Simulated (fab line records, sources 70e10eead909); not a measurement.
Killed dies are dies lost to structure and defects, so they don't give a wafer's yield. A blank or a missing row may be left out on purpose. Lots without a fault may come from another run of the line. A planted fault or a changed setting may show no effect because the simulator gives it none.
Chamber matching | flow nand_harc | NHARC_A_STAIRCASE_DEP_322 on pecvd-03: 3 sister chambers
The step deposits SiO2, target thk 3800 nm. 27 wafers are shown with their chamber, then 12 later ones without.

WAFERS WITH THEIR CHAMBER
wafer  | chamber | heater_power_w (W)
L074.3 | 2       | 567
L074.4 | 1       | 651
L074.6 | 2       | 550
L080.1 | 1       | 658
L080.2 | 0       | 683
L080.3 | 2       | 614
L083.2 | 2       | 535
L083.4 | 2       | 534
L083.6 | 0       | 639
L082.1 | 0       | 787
L082.3 | 2       | 627
L082.6 | 2       | 531
L081.1 | 1       | 756
L081.3 | 2       | 636
L081.6 | 2       | 536
L084.1 | 0       | 793
L084.4 | 2       | 536
L084.5 | 0       | 630
L089.2 | 1       | 621
L089.3 | 1       | 617
L089.6 | 2       | 529
L086.1 | 2       | 594
L086.3 | 2       | 532
L086.5 | 1       | 624
L090.1 | 1       | 635
L090.2 | 0       | 713
L090.6 | 2       | 542

SIGNATURES (means of the wafers above)
reading        | chamber 0 | chamber 1 | chamber 2 | scatter within a chamber
heater_power_w | 707.50    | 651.71    | 561.64    | 49.5
Rule: a wafer's distance from a chamber is the root of the sum, over the readings, of the square of ((its reading less the chamber's mean) divided by the reading's scatter). The wafer belongs to the nearest chamber; if the next one is less than 2 further off, it can't be placed. The scatter: the root of (the sum of the squares of (reading less its chamber's mean) over the shown wafers, divided by (wafers less chambers)).

WAFERS WITHOUT THEIR CHAMBER
wafer  | heater_power_w (W)
L091.2 | 789
L091.3 | 568
L091.4 | 637
L094.1 | 699
L094.2 | 695
L094.3 | 662
L096.2 | 631
L096.3 | 766
L096.4 | 619
L097.2 | 525
L097.3 | 761
L097.6 | 527

WHICH CHAMBER EACH WENT THROUGH
wafer  | from the rows above          | in truth
L091.2 | can't be placed: 0 or 1      | 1
L091.3 | can't be placed: 2 or 1      | 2
L091.4 | can't be placed: 1 or 0 or 2 | 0
L094.1 | can't be placed: 0 or 1      | 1
L094.2 | can't be placed: 0 or 1      | 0
L094.3 | can't be placed: 1 or 0 or 2 | 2
L096.2 | can't be placed: 1 or 2 or 0 | 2
L096.3 | can't be placed: 0 or 1      | 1
L096.4 | can't be placed: 1 or 2 or 0 | 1
L097.2 | can't be placed: 2 or 1      | 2
L097.3 | can't be placed: 0 or 1      | 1
L097.6 | can't be placed: 2 or 1      | 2
Placed correctly: 0 of 12. Can't be placed from these rows: 12 (the true chamber is among the candidates in 12). Placed wrongly: 0.
